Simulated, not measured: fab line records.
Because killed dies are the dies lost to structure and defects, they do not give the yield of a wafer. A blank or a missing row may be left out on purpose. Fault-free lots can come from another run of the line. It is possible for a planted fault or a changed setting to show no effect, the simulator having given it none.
Matching of chambers | flow nand harc | cmp-03 running NHARC_A_STAIRCASE_CMP_152: 4 sister chambers
The step polishes. 14 wafers are shown with their chamber, then 7 later ones without.

WAFERS, EACH WITH ITS CHAMBER
wafer  | chamber | motor current A (A) | edge zone pressure frac
L078.1 | 3       | 12.2                | 1.004
L078.2 | 0       | 13.0                | 1.002
L078.4 | 1       | 11.4                | 0.994
L084.1 | 3       | 11.5                | 0.994
L084.4 | 0       | 13.3                | 0.997
L084.6 | 2       | 10.0                | 1.004
L083.1 | 3       | 12.4                | 1.000
L083.5 | 3       | 12.4                | 1.000
L083.6 | 2       | 10.2                | 1.007
L087.3 | 0       | 12.9                | 0.995
L087.4 | 1       | 11.2                | 1.002
L087.6 | 0       | 12.8                | 1.000
L090.1 | 3       | 11.5                | 1.003
L090.3 | 1       | 11.0                | 1.001

SIGNATURES (averages over the wafers above)
reading                 | chamber 0 | chamber 1 | chamber 2 | chamber 3 | scatter within a chamber
motor current A         | 13.000    | 11.200    | 10.100    | 12.000    | 0.332
edge zone pressure frac | 0.99850   | 0.99900   | 1.00550   | 1.00020   | 0.00364
Rule: distance of a wafer from a chamber = root of the sum over the readings of ((wafer's reading minus chamber's mean) / reading's scatter) squared. The wafer belongs to the nearest chamber; if the next one is less than 2 further off, it can't be placed. The scatter is the square root of a quotient: the sum, over the shown wafers, of each reading's squared deviation from its chamber's mean, divided by wafers minus chambers.

WAFERS MISSING THEIR CHAMBER
wafer  | motor current A (A) | edge zone pressure frac
L090.6 | 9.9                 | 0.996
L092.1 | 10.2                | 1.003
L092.3 | 11.1                | 0.996
L092.4 | 12.7                | 0.999
L094.3 | 10.7                | 1.002
L094.4 | 12.7                | 0.998
L094.6 | 11.2                | 0.994

EACH ONE'S CHAMBER
wafer  | from the rows above     | in truth
L090.6 | can't be placed: 2 or 1 | 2
L092.1 | 2                       | 2
L092.3 | 1                       | 1
L092.4 | can't be placed: 0 or 3 | 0
L094.3 | can't be placed: 1 or 2 | 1
L094.4 | can't be placed: 0 or 3 | 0
L094.6 | can't be placed: 1 or 3 | 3
Correctly placed: 2 of 7. Unplaceable from these rows: 5, with the true chamber sitting among the candidates in 5. Placed wrongly: 0.
